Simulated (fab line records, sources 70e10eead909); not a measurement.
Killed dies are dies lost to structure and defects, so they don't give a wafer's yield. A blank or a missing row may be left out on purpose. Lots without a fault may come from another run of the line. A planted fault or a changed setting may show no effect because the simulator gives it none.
Which tool did it? | flow nand_harc | 11 lots, 33 wafers sampled, at 7 steps of a route of 1159

WHAT THE GAUGES READ, wafer by wafer
NHARC_P_GATE_INSPECT_28.
lot  | measured     | on                | raw_defect_count
L540 | day 4 15:51  | defect_inspect-02 | 1 3 8
L542 | day 5 03:56  | defect_inspect-02 | 7 5 7
L541 | day 5 04:07  | defect_inspect-02 | 7 3 2
L544 | day 5 14:49  | defect_inspect-01 | 6 8 4
L550 | day 7 13:58  | defect_inspect-02 | 5 6 5
L554 | day 7 23:01  | defect_inspect-01 | 7 7 9
L557 | day 8 23:37  | defect_inspect-01 | 4 4 6
L560 | day 9 11:11  | defect_inspect-02 | 7 4 1
L559 | day 9 11:15  | defect_inspect-02 | 2 5 10
L562 | day 10 09:04 | defect_inspect-02 | 13 6 8
L563 | day 10 14:39 | defect_inspect-01 | 8 7 8

NHARC_P_CONTACT_CD_MEAS_12: target cd 90 nm.
lot  | measured     | on        | cd_nm (nm)
L540 | day 5 14:16  | cd_sem-01 | 90.1 89.3 89.7
L542 | day 6 02:57  | cd_sem-02 | 90.9 90.8 89.7
L541 | day 6 00:45  | cd_sem-03 | 90.7 90.4 90.9
L544 | day 6 10:40  | cd_sem-03 | 89.5 89.7 89.8
L550 | day 8 10:11  | cd_sem-01 | 83.8 83.4 83.1
L554 | day 8 19:10  | cd_sem-01 | 83.5 83.0 82.6
L557 | day 9 20:46  | cd_sem-01 | 90.0 89.6 90.7
L560 | day 10 07:23 | cd_sem-01 | 90.5 90.4 89.6
L559 | day 10 07:47 | cd_sem-01 | 90.5 89.9 90.5
L562 | day 11 05:12 | cd_sem-01 | 89.5 90.3 89.3
L563 | day 11 11:05 | cd_sem-02 | 89.4 89.6 90.4

NHARC_P_CONTACT_CD_MEAS_19.
lot  | measured     | on        | cd_nm (nm)
L540 | day 5 15:19  | cd_sem-02 | 92.6 88.2 86.9
L542 | day 6 04:07  | cd_sem-02 | 90.4 91.8 89.7
L541 | day 6 02:03  | cd_sem-01 | 92.2 91.8 92.9
L544 | day 6 11:43  | cd_sem-02 | 88.7 89.7 88.7
L550 | day 8 11:14  | cd_sem-01 | 82.1 84.0 81.7
L554 | day 8 20:14  | cd_sem-02 | 81.6 82.5 81.2
L557 | day 9 21:49  | cd_sem-01 | 90.2 89.6 89.9
L560 | day 10 08:31 | cd_sem-03 | 91.5 91.0 89.7
L559 | day 10 08:53 | cd_sem-01 | 89.1 88.1 88.1
L562 | day 11 06:15 | cd_sem-03 | 89.6 90.7 88.2
L563 | day 11 12:22 | cd_sem-02 | 90.0 89.7 90.5

NHARC_END_SORT_01.
lot  | measured     | on        | killed_at_array | killed_at_other | killed_at_periphery | killed_dies | killed_open | killed_short
L550 | day 22 13:22 | prober-02 | 29              | 2               | 4                   | 35          | 2           | 3
L554 | day 22 15:44 | prober-01 | 8               | 7               | 7                   | 22          | 2           | 0

WHICH TOOL RAN EACH LOT (tool, then ch and the chambers of the sampled wafers, then the start)
lot  | NHARC_P_CONTACT_PEB_10            | NHARC_P_CONTACT_DESCUM_17          | NHARC_P_CONTACT_ETCH_36
L540 | litho_track-06 ch 0, day 5 14:11  | rie_diel-04 ch 0,1,2, day 5 14:27  | rie_diel-04 ch 0,2, day 5 15:19 or earlier
L542 | litho_track-01 ch 0, day 6 02:52  | rie_diel-08 ch 0,1,2, day 6 03:09  | rie_diel-08 ch 1,3, day 6 04:07 or earlier
L541 | litho_track-01 ch 0, day 6 00:40  | rie_diel-13 ch 0,1, day 6 00:56    | rie_diel-13 ch 0,1, day 6 02:03 or earlier
L544 | litho_track-04 ch 0, day 6 10:35  | rie_diel-04 ch 0,3, day 6 10:51    | rie_diel-04 ch 0,2,3, day 6 11:43 or earlier
L550 | litho_track-01 ch 0, day 8 10:06  | rie_diel-04 ch 0,2, day 8 10:22    | rie_diel-04 ch 0,1,2, day 8 11:14 or earlier
L554 | litho_track-01 ch 0, day 8 19:05  | rie_diel-08 ch 0,1,3, day 8 19:23  | rie_diel-08 ch 0,2,3, day 8 20:14 or earlier
L557 | litho_track-06 ch 0, day 9 20:41  | rie_diel-08 ch 1,2, day 9 20:56    | rie_diel-08 ch 1,2,3, day 9 21:49 or earlier
L560 | litho_track-04 ch 0, day 10 07:17 | rie_diel-08 ch 0,1,3, day 10 07:34 | rie_diel-08 ch 0,3, day 10 08:31 or earlier
L559 | litho_track-06 ch 0, day 10 07:43 | rie_diel-13 ch 0,1, day 10 07:59   | rie_diel-13 ch 2,3, day 10 08:53 or earlier
L562 | litho_track-04 ch 0, day 11 05:07 | rie_diel-04 ch 0,3, day 11 05:23   | rie_diel-04 ch 1,2, day 11 06:15 or earlier
L563 | litho_track-01 ch 0, day 11 11:01 | rie_diel-04 ch 0,1, day 11 11:17   | rie_diel-04 ch 1,2, day 11 12:22 or earlier
- NHARC_P_CONTACT_PEB_10: peb time 65 s.
- NHARC_P_CONTACT_DESCUM_17: chemistry O2, time 3 s.
- NHARC_P_CONTACT_ETCH_36: etches the open film in N2/H2, target depth 260 nm, time 406.25 s.

WHAT THE TOOLS THEMSELVES READ (means of the sampled wafers that have a number; where no wafer has one, the mark that the record gives instead)
NHARC_P_CONTACT_PEB_10.
lot  | tool           | heater_power_total_W (W)
L540 | litho_track-06 | 156.5
L542 | litho_track-01 | 156.8
L541 | litho_track-01 | 156.7
L544 | litho_track-04 | 156.6
L550 | litho_track-01 | 173.6
L554 | litho_track-01 | 173.2
L557 | litho_track-06 | 156.7
L560 | litho_track-04 | 156.8
L559 | litho_track-06 | 156.5
L562 | litho_track-04 | 156.4
L563 | litho_track-01 | 156.7

NHARC_P_CONTACT_DESCUM_17.
lot  | tool        | drypump_motor_current_A (A) | mfc_ar_sccm (sccm) | oes_product_au (a.u.) | rf_vpp_V (V) | showerhead_plenum_p_Torr (Torr) | throttle_valve_pct (%)
L540 | rie_diel-04 | 5.6                         | 0.026              | 1.000                 | 57.7         | 1.90                            | 11.312
L542 | rie_diel-08 | 6.2                         | 0.003              | 0.999                 | 57.4         | 1.93                            | 11.315
L541 | rie_diel-13 | 5.4                         | 0.005              | 1.001                 | 57.4         | 1.98                            | 11.307
L544 | rie_diel-04 | 6.2                         | 0.004              | 1.001                 | 57.0         | 1.87                            | 11.314
L550 | rie_diel-04 | 5.8                         | 0.023              | 1.001                 | 57.9         | 1.87                            | 11.310
L554 | rie_diel-08 | 6.2                         | 0.003              | 1.002                 | 57.3         | 1.89                            | 11.316
L557 | rie_diel-08 | 6.3                         | 0.001              | 0.988                 | 58.1         | 1.91                            | 11.317
L560 | rie_diel-08 | 6.2                         | 0.003              | 1.006                 | 56.7         | 1.88                            | 11.311
L559 | rie_diel-13 | 5.3                         | 0.005              | 1.009                 | 57.4         | 1.97                            | 11.317
L562 | rie_diel-04 | 6.0                         | 0.008              | 0.991                 | 57.8         | 1.95                            | 11.307
L563 | rie_diel-04 | 5.4                         | 0.029              | 0.996                 | 57.2         | 1.92                            | 11.311

NHARC_P_CONTACT_ETCH_36.
lot  | tool        | drypump_motor_current_A (A) | mfc_ar_sccm (sccm) | oes_product_au (a.u.) | rf_vpp_V (V) | showerhead_plenum_p_Torr (Torr) | throttle_valve_pct (%)
L540 | rie_diel-04 | 5.8                         | 0.023              | 0.998                 | 430.0        | 2.00                            | 14.167
L542 | rie_diel-08 | 6.5                         | 0.003              | 0.999                 | 430.3        | 1.97                            | 14.172
L541 | rie_diel-13 | 5.3                         | 0.002              | 1.007                 | 431.9        | 2.10                            | 14.169
L544 | rie_diel-04 | 6.0                         | 0.013              | 0.998                 | 428.7        | 2.00                            | 14.164
L550 | rie_diel-04 | 5.6                         | 0.026              | 0.998                 | 429.2        | 2.02                            | 14.169
L554 | rie_diel-08 | 5.9                         | 0.002              | 1.007                 | 430.5        | 2.04                            | 14.169
L557 | rie_diel-08 | 6.2                         | 0.001              | 0.989                 | 429.6        | 2.00                            | 14.168
L560 | rie_diel-08 | 5.9                         | 0.002              | 1.002                 | 429.9        | 2.00                            | 14.171
L559 | rie_diel-13 | 5.6                         | 0.000              | 0.999                 | 426.0        | 1.90                            | 14.172
L562 | rie_diel-04 | 5.5                         | 0.031              | 0.998                 | 426.7        | 1.93                            | 14.166
L563 | rie_diel-04 | 5.3                         | 0.034              | 0.995                 | 428.6        | 1.96                            | 14.167

THE ANSWER, worked out from the rows above alone
Rule: what is usual is taken from the lots themselves. Put in order of their means at a reading, lots are off if they are a third of the lots or fewer, leave a main group of 4 or more, and stand apart from it by a gap of 3 or more times the standard deviation of the main group's means; of several such gaps the widest counts. A main group whose means are all the same, to the digits that the tables above print for the reading, isn't used. A lot without any number at a reading at which 4 lots or more have one is off too. The other lots that the step has rows for count as sound. The gauges are gone through in route order, then the tools' own readings, and for those a lot's mean is taken as printed above. The first step at which some lot is off is used, and at that step the reading that is off furthest; a lot without a number counts as furthest.
Off: L550, L554, at NHARC_P_CONTACT_CD_MEAS_12 (cd_nm). The main group: mean 90.1 nm, standard deviation 0.35.
A tool fits if, at a process step before that reading, it ran every lot that is off, and no sound lot after the first of them. The gauges at NHARC_P_CONTACT_CD_MEAS_12 aren't tried: what is off there is off at NHARC_P_CONTACT_PEB_10 too, on other tools, and a gauge's error can't cause that. None of those tried fits.

WHAT THE SIMULATOR HAD PUT IN
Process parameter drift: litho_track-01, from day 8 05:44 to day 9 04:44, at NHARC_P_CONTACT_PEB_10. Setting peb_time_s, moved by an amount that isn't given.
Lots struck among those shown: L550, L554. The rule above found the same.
